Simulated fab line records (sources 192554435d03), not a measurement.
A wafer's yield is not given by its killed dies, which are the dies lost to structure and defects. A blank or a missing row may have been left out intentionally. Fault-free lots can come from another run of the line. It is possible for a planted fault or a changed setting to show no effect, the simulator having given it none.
2 desks, one fault :: flow n5_finfet :: numbers are kept per desk, each desk with only its own; the story behind them comes last

## TOOL OWNER'S DESK, litho_track-02
The tool's own readings at N5_BEOL_M2_COAT_62 (time 60 s, resist thk 12 nm): means of the sampled wafers that have a number, for each lot that ran on this tool. If a lot's mean is further than 4 standard deviations from the usual mean, the lot is out of limits and carries the mark OUT (the distance appears in the brackets).
Columns: A = chill_plate_temp_C at N5_BEOL_M2_COAT_62, usual 22.97 C; B = spin_speed_rpm at N5_BEOL_M2_COAT_62, usual 1499.9 rpm
lot: L546
first seen here: day 8 03:30
A: 23.06
B: 1501.1

lot: L555
first seen here: day 10 12:14
A: 23.01
B: 1635.2 (+99 or more) OUT

lot: L557
first seen here: day 10 19:47
A: 22.91
B: 1633.7 (+99 or more) OUT
This desk's verdict: out of limits on L555, L557, starting with L555 at day 10 12:14 (spin_speed_rpm at N5_BEOL_M2_COAT_62). Within limits: L546.

## METROLOGY DESK
What the gauges read, lot by lot, whatever tool the lot ran on: means of the sampled wafers that have a number. If a lot's mean is further than 4 standard deviations from the usual mean, the lot is out of limits and carries the mark OUT (the distance appears in the brackets). Only the readings that lie furthest out on some lot appear, 7 of the 10 it has.
Columns: A = DIBL_P at N5_BEOL_M4_RC_MEAS_101, usual 36.5 mV/V; B = IOFF_P at N5_BEOL_M4_RC_MEAS_101, usual 0.22 nA/um; C = ION_P at N5_BEOL_M4_RC_MEAS_101, usual 461 uA/um; D = SS_N at N5_BEOL_M4_RC_MEAS_101, usual 71.7 mV/dec; E = SS_P at N5_BEOL_M4_RC_MEAS_101, usual 73.4 mV/dec; F = VT_N at N5_BEOL_M4_RC_MEAS_101, usual 249 mV; G = VT_P at N5_BEOL_M4_RC_MEAS_101, usual -250 mV
lot: L546
first seen here: day 9 23:25
A: 37.1
B: 0.23
C: 463
D: 71.5
E: 74.0
F: 247
G: -249

lot: L555
first seen here: day 11 13:29
A: 35.7
B: 0.20
C: 451
D: 71.2
E: 73.0
F: 251
G: -252

lot: L557
first seen here: day 12 10:10
A: 39.0
B: 0.24
C: 464
D: 72.0
E: 73.8
F: 249
G: -248

lot: L564
first seen here: day 14 08:37
A: 33.6
B: 0.17
C: 452
D: 72.4
E: 73.1
F: 253
G: -252
Finding of this desk: none of the 4 lots has anything out of limits.

## BROUGHT TOGETHER
An alarm could have come from the tool owner's desk at day 10 12:14, on L555, L557.
Metrology desk: nothing out of limits seen.
The metrology desk has L555, L557 on record, within its limits.
N5_BEOL_M2_COAT_62 was run on litho_track-02 by each of the lots named.

## WHAT THE SIMULATOR PUT IN
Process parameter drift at N5_BEOL_M2_COAT_62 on litho_track-02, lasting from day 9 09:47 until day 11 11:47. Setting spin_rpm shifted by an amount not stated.
Struck lots among those shown: L555, L557.
Time in hours from fault onset to the first out-of-limits reading at each desk: the tool owner's desk, 26.
